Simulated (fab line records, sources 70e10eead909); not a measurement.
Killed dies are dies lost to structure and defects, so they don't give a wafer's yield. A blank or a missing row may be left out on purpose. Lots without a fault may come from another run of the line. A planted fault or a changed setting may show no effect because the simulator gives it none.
Which tool did it? | flow nand_harc | 12 lots, 36 wafers sampled, at 1 step of a route of 1159

WHAT THE GAUGES READ, wafer by wafer
NHARC_P_STI_CD_MEAS_16.
lot  | measured    | on        | cd_nm (nm)
L075 | day 2 20:34 | cd_sem-01 | 197.9 199.6 202.3
L077 | day 3 06:40 | cd_sem-03 | 199.6 202.3 195.5
L078 | day 3 14:07 | cd_sem-02 | 197.7 195.4 200.6
L081 | day 4 05:19 | cd_sem-03 | 199.2 200.8 200.3
L084 | day 4 21:46 | cd_sem-01 | 198.9 194.1 200.4
L085 | day 5 06:14 | cd_sem-01 | 198.1 204.9 201.0
L087 | day 5 19:31 | cd_sem-03 | 203.0 202.5 200.0
L089 | day 6 08:44 | cd_sem-02 | 193.8 201.1 200.2
L090 | day 6 14:34 | cd_sem-03 | 199.9 202.8 197.6
L093 | day 7 05:26 | cd_sem-02 | 200.1 202.8 201.7
L095 | day 7 23:43 | cd_sem-03 | 198.3 203.1 201.8
L097 | day 8 07:57 | cd_sem-03 | 200.9 201.2 200.2

WHICH TOOL RAN EACH LOT (tool, then ch and the chambers of the sampled wafers, then the start)
The record holds no process step before these readings.

THE ANSWER, worked out from the rows above alone
Rule: what is usual is taken from the lots themselves. Put in order of their means at a reading, lots are off if they are a third of the lots or fewer, leave a main group of 4 or more, and stand apart from it by a gap of 3 or more times the standard deviation of the main group's means; of several such gaps the widest counts. A main group whose means are all the same, to the digits that the tables above print for the reading, isn't used. A lot without any number at a reading at which 4 lots or more have one is off too. The other lots that the step has rows for count as sound.
No lot is off at any reading shown: from this, nothing can be told.

WHAT THE SIMULATOR HAD PUT IN
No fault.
